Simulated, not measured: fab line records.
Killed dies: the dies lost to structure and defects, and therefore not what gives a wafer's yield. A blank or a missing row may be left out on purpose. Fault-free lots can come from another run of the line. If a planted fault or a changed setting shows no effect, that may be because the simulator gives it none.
What tool caused it? | flow nand-harc | 6 lots with 18 wafers sampled at 2 steps, on a route of 1159 steps

## WHAT EACH GAUGE READ, for each wafer
NHARC_A_BLC_INSPECT_28.
lot  | measured     | on                | raw-defect-count
L730 | day 23 07:14 | defect-inspect-02 | 442 496 414
L731 | day 23 07:55 | defect-inspect-01 | 467 458 502
L736 | day 23 16:00 | defect-inspect-02 | 409 348 298
L739 | day 23 21:58 | defect-inspect-01 | 630 484 343
L750 | day 25 10:37 | defect-inspect-01 | 329 415 298
L753 | day 26 11:16 | defect-inspect-01 | 444 331 325

## EACH LOT AND THE TOOL THAT RAN IT (in order: tool; ch and the chambers of the sampled wafers; start)
lot  | NHARC_A_BLC_ETCH_16
L730 | rie-diel-12 ch 0,2,3, day 22 02:53
L731 | rie-diel-12 ch 0,1,2, day 22 05:39
L736 | rie-diel-12 ch 2,3, day 22 14:13
L739 | rie-diel-12 ch 0,3, day 23 04:04
L750 | rie-diel-12 ch 2,3, day 24 14:34
L753 | rie-diel-01 ch 1,2,3, day 25 17:16
- NHARC_A_BLC_ETCH_16: etches the open film in CF4, target depth 39 nm, time 65 s.

## THE ANSWER, worked out from the rows above alone
Rule: what is usual is taken from the lots themselves. The widest of any qualifying gaps counts: lots, ordered by their means at a reading, are off when they make up no more than a third of the lots, leave a main group of 4 or more, and stand apart from it by 3 or more times the standard deviation of that group's means. The tables above print the reading to a certain number of digits; a main group whose means all agree to those digits is not used. A lot without any number at a reading at which 4 lots or more have one is off too. Any other lot the step has rows for is counted as sound.
Nothing can be told from this: no lot is off at any reading shown.

## WHAT HAD BEEN PUT IN BY THE SIMULATOR
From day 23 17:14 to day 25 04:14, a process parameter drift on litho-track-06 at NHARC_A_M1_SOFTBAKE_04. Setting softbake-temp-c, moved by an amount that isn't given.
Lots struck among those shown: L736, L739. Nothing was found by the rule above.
